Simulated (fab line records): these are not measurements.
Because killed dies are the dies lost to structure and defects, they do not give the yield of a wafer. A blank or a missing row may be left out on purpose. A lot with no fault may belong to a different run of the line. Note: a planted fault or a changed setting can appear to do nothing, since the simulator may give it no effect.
Matching of chambers	flow n5 finfet	N5_BEOL_M0_SAQP_ETCH_83 on rie diel-06: 4 sister chambers
The step etches SiARC in CF4, target depth 39 nm, time 65 s. 24 wafers are shown with their chamber, then 12 later ones without.

## EACH WAFER AND ITS CHAMBER
wafer	chamber	drypump motor current A (A)	showerhead plenum p Torr (Torr)	throttle valve pct (%)
L076.3	2	6.7	2.06	15.88
L076.4	1	5.8	2.06	15.32
L076.5	2	6.7	2.06	15.87
L079.1	0	6.4	2.20	15.33
L079.3	2	6.7	2.05	15.88
L079.4	3	5.6	2.23	15.78
L081.4	0	6.4	2.20	15.32
L081.5	0	6.4	2.20	15.33
L081.6	1	5.8	2.06	15.35
L082.1	0	6.4	2.20	15.36
L082.2	1	5.8	2.06	15.32
L082.4	2	6.7	2.05	15.88
L083.1	1	5.8	2.06	15.35
L083.4	2	6.7	2.05	15.91
L083.5	2	6.7	2.05	15.88
L084.4	3	5.6	2.23	15.80
L084.5	2	6.7	2.05	15.89
L084.6	1	5.8	2.06	15.33
L085.1	3	5.5	2.23	15.83
L085.2	0	6.4	2.19	15.36
L085.6	2	6.7	2.05	15.91
L088.1	0	6.4	2.19	15.36
L088.3	1	5.8	2.05	15.34
L088.5	3	5.5	2.23	15.81

SIGNATURES (means of the wafers above)
reading	chamber 0	chamber 1	chamber 2	chamber 3	scatter within a chamber
drypump motor current A	6.400	5.800	6.700	5.550	0.0224
showerhead plenum p Torr	2.1967	2.0583	2.0525	2.2300	0.00428
throttle valve pct	15.3433	15.3350	15.8875	15.8050	0.0166
Rule: a wafer lies at a distance from a chamber equal to the root of the sum of squares, over the readings, of (its reading less the chamber's mean, divided by the reading's scatter). The wafer belongs to the nearest chamber; if the next one is less than 2 further off, it can't be placed. The scatter: take each reading less its chamber's mean, square it, sum over the shown wafers, divide by the number of wafers less the number of chambers, and take the root.

## WAFERS WITHOUT THEIR CHAMBER
wafer	drypump motor current A (A)	showerhead plenum p Torr (Torr)	throttle valve pct (%)
L090.1	6.4	2.19	15.37
L090.2	5.8	2.05	15.35
L090.4	5.8	2.05	15.36
L091.2	5.8	2.05	15.37
L091.4	5.6	2.22	15.82
L091.5	6.7	2.05	15.91
L093.1	6.4	2.19	15.36
L093.2	5.8	2.05	15.39
L093.4	5.8	2.05	15.37
L094.2	5.8	2.05	15.38
L094.3	6.4	2.19	15.38
L094.4	6.7	2.05	15.95

## THE CHAMBER EACH PASSED THROUGH
wafer	from the rows above	in truth
L090.1	0	0
L090.2	1	1
L090.4	1	1
L091.2	1	1
L091.4	3	3
L091.5	2	2
L093.1	0	0
L093.2	1	1
L093.4	1	1
L094.2	1	1
L094.3	0	0
L094.4	2	2
Placed correctly: 12 of 12. Can't be placed from these rows: 0. Placed wrongly: 0.
